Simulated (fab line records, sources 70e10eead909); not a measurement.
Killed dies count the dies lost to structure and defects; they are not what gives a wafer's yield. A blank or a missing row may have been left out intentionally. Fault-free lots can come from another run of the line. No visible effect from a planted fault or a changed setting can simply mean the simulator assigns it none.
A single fault, viewed from 2 desks | flow nandHarc | numbers are kept per desk, each desk with only its own; the story behind them comes last

## THE DEFECT DESK
Per lot, the means of the sampled wafers with a number show what the inspections along the route counted. A lot is out of limits, marked OUT, if its mean lies more than 4 standard deviations from the usual mean; the brackets give that distance.
Columns: A = rawDefectCount at NHARC_THIN_TSV_INSPECT_40, usual 554
lot  | first seen here | A
L797 | day 24 20:45    | 651
L798 | day 24 20:45    | 507
L799 | day 24 20:45    | 605
L800 | day 25 11:40    | 537
L801 | day 25 22:16    | 528
L802 | day 26 18:01    | 515
L803 | day 27 10:41    | 513
L805 | day 28 00:19    | 578
L804 | day 28 13:04    | 498
L808 | day 30 00:10    | 574
L809 | day 30 00:10    | 569
L817 | day 33 01:11    | 492
L819 | day 33 23:45    | 530
This desk's verdict: no lot among the 13 shows anything out of limits.

## THE TOOL OWNER'S DESK: pvdSputter-03
The tool's own readings at NHARC_P_M1_PVD_21 (deposits Cu, target thk 30 nm, time 20.49 s): means of the sampled wafers that have a number, for each lot that ran on this tool. A lot is out of limits, marked OUT, if its mean lies more than 4 standard deviations from the usual mean; the brackets give that distance.
Columns: A = throttleValvePct at NHARC_P_M1_PVD_21, usual 29.9 %
lot  | first seen here | A
L798 | day 7 06:40     | 30.3
L799 | day 7 11:02     | 29.5
L802 | day 8 21:35     | 29.3
L804 | day 9 12:10     | 30.1
L808 | day 11 17:26    | 29.4
This desk's verdict: no lot among the 5 shows anything out of limits.

## PUT TOGETHER
Nothing the defect desk looked at was out of limits.
The desk of the tool owner found nothing out of limits.

## WHAT HAD BEEN PUT IN BY THE SIMULATOR
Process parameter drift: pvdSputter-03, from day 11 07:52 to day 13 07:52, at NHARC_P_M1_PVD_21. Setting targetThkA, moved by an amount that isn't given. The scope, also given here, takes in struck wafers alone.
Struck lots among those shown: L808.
